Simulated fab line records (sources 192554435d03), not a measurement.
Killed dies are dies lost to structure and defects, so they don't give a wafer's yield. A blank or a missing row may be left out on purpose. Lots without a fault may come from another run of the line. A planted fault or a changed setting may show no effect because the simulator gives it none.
Split-lot study | flow n5Finfet | route with 1938 steps; 7 lots, 18 wafers read

## THE SPLIT
At N5_BEOL_M3_SPUTTER_86 (material Cu, target thk 4.5 nm, time 8.29 s), the setting timeS was moved away from the recipe's 8.29 s on 2 of the 18 wafers read, by -11.1% to +9.8%. This setting was run at the recipe's value on the other wafers.

Reading taken at the split's own step.

## THE READING
Cu_of_BEOL_M3_SPUTTER_86.thkNm (the simulator's own value, which no gauge read), in nm, at N5_BEOL_M3_SPUTTER_86 (material Cu, target thk 4.5 nm, time 8.29 s). The file does not state a usual value for it. Here, 16 wafers ran the recipe; their average is 4.6 nm with a standard deviation of 0.086 nm.

wafer  | tool, chamber at the split | timeS as run, s | against the recipe | Cu_of_BEOL_M3_SPUTTER_86.thkNm, nm | against lot-mates on the recipe
L074.1 | pvdSputter-03, -           | 8.29            | recipe             | 4.6                                | -
L074.5 | pvdSputter-03, -           | 8.29            | recipe             | 4.6                                | -
L074.6 | pvdSputter-03, -           | 8.29            | recipe             | 4.6                                | -
L076.4 | pvdSputter-01, -           | 8.29            | recipe             | 4.6                                | -
L076.5 | pvdSputter-01, -           | 8.29            | recipe             | 4.6                                | -
L076.6 | pvdSputter-01, -           | 7.367           | -11.1%             | 4.2                                | -0.4
L081.5 | pvdSputter-01, -           | 8.29            | recipe             | 4.6                                | -
L086.1 | pvdSputter-03, -           | 8.29            | recipe             | 4.6                                | -
L086.3 | pvdSputter-03, -           | 8.29            | recipe             | 4.6                                | -
L086.6 | pvdSputter-03, -           | 8.29            | recipe             | 4.6                                | -
L089.1 | pvdSputter-02, -           | 8.29            | recipe             | 4.6                                | -
L089.2 | pvdSputter-02, -           | 8.29            | recipe             | 4.4                                | -
L089.4 | pvdSputter-02, -           | 8.29            | recipe             | 4.4                                | -
L090.3 | pvdSputter-02, -           | 9.099           | +9.8%              | 5                                  | +0.4
L090.5 | pvdSputter-02, -           | 8.29            | recipe             | 4.6                                | -
L091.2 | pvdSputter-03, -           | 8.29            | recipe             | 4.6                                | -
L091.4 | pvdSputter-03, -           | 8.29            | recipe             | 4.6                                | -
L091.5 | pvdSputter-03, -           | 8.29            | recipe             | 4.8                                | -

FIT RESULTS
A straight line over all 18 wafers: Cu_of_BEOL_M3_SPUTTER_86.thkNm changes by +0.0381 nm for each +1% of timeS; r = +0.85; the points scatter about the line by 0.087 nm.
The same after taking each lot's own level away (the mean of its wafers on the recipe; 18 wafers): +0.0381 nm for each +1%; r = +0.92; scatter 0.058 nm.
The reading moves by 0.42 nm for the largest change in timeS, on that fit.
From 4.47 to 4.67 nm: that is the span of the lots' own levels, equal to 2.3 times the standard deviation above.
The two slopes are in agreement: the lot-to-lot level therefore moves the slope only a little.
Check: for one of the wafers moved furthest among these (-11.1%), held out of the fit, the line's prediction against its lot-mates is -0.456 nm. It came out at -0.4 nm against them.

## THESE WAFERS: OTHER SPLITS
Other splits were also applied to these wafers ahead of the reading. Each is held against what the fit with the lots' levels taken away leaves over:
other split on the same wafers         | wafers away from the commonest value | r with Cu_of_BEOL_M3_SPUTTER_86.thkNm (lot level and that fit taken away)
N5_MOL_CONTACT_COAG_CVD_140 targetThkA | 4                                    | +0.00
N5_BEOL_M0_SAQP_PECVD_96 timeS         | 2                                    | +0.09
N5_BEOL_M0_ETCH_109 biasW              | 7                                    | -0.15
N5_BEOL_M1_EXPOSE_08 doseMj            | 2                                    | -0.01
N5_BEOL_M1_ETCH_64 sourceW             | 5                                    | +0.12
N5_BEOL_M3_EXPOSE_25 doseMj            | 8                                    | +0.23

## FILE'S OWN FIT
Cu_of_BEOL_M3_SPUTTER_86.thkNm changes by +0.0378 nm for each +1% of timeS, r = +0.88.
